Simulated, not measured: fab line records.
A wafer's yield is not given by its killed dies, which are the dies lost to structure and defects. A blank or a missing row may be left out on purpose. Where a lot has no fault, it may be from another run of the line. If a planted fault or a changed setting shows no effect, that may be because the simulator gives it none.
Struck lot and sound lot, side by side :: flow nand-harc :: 13 steps out of a route of 1159
Sound: wafers L503.2, L503.3, L503.4. Struck: wafer L512.3. (L512.1, L512.6 of the same lot were not struck and are left out.) The cause comes at the end.
Per side, at each step with rows, come the tool, then ch with its chambers, and then its first start. Under that, the readings that differ: sound wafers :: struck wafers :: difference of the means :: sigmas: that difference in standard deviations of wafers without a fault.
alike: words and numbers the same on both sides, and readings whose means are apart by under 2 such deviations; not compared: readings that were withheld, readings missing a value for some wafer, numbers with overlapping values and no deviation given by the record, and bounds like >300 which may hide the same value.
Wherever a step has rows on one side only, a row that says differs or no value, or a row with sigmas, the two part there. When numbers do not overlap yet have no deviation, they are printed without sigmas and do not part them. A reading missing from all wafers of one side parts the sides only when that side holds two or more wafers.

first, 10 steps without rows for these wafers: NHARC_A_STAIRCASE_SRD_208; NHARC_A_STAIRCASE_DEHYDRATE_209 (time 120 s); NHARC_A_STAIRCASE_HMDS_210 (time 30 s); NHARC_A_STAIRCASE_COAT_211; NHARC_A_STAIRCASE_SOFTBAKE_212 (time 170 s); NHARC_A_STAIRCASE_EBR_213; NHARC_A_STAIRCASE_EXPOSE_214 (exposes mask STAIR 3); NHARC_A_STAIRCASE_PEB_215 (peb time 130 s); NHARC_A_STAIRCASE_DEVELOP_216 (time 140 s); NHARC_A_STAIRCASE_HARDBAKE_218 (time 140 s).
NHARC_A_STAIRCASE_DESCUM_219: chemistry O2, time 3 s.
  sound on rie-diel-07 ch 0,1,2, day 13 18:15; struck on rie-diel-13 ch 3, day 15 08:25
reading: chamber-pressure-mTorr (mTorr)
sound: 59.97 59.96 59.97
struck: 60.11
difference: +0.14
sigmas: +2
  alike: drypump-motor-current-A, oes-product-au, rf-vpp-V, showerhead-plenum-p-Torr, throttle-valve-pct
  not compared: rf-hours-counter-h
NHARC_A_STAIRCASE_TRIM_220: chemistry O2, time 211.2 s.
  sound on rie-diel-07 ch 1,2,3, day 13 18:20; struck on rie-diel-13 ch 0, day 15 08:33
reading: rf-hours-counter-h (h)
sound: 23 18 24
struck: 25
difference: +3
sigmas: 

reading: run-length-s (s)
sound: 232.4 232.7 233.0
struck: 221.6
difference: -11.1
sigmas: -24
  alike: chamber-pressure-mTorr, drypump-motor-current-A, oes-product-au, rf-vpp-V, showerhead-plenum-p-Torr, throttle-valve-pct
NHARC_A_STAIRCASE_ETCH_221: etches the open film in C4F8/O2, target depth 100 nm, time 40.5 s.
  sound on rie-diel-07 ch 0,2,3; struck on rie-diel-13 ch 2
  alike: chamber-pressure-mTorr, oes-product-au, rf-vpp-V
  not compared: rf-hours-counter-h

== WHERE THEY PART ==
Last at NHARC_A_STAIRCASE_TRIM_220 as far as this record goes, first at NHARC_A_STAIRCASE_DESCUM_219. Later steps at which nothing parts them and some readings are alike: NHARC_A_STAIRCASE_ETCH_221.

WHY: whatever the simulator had introduced
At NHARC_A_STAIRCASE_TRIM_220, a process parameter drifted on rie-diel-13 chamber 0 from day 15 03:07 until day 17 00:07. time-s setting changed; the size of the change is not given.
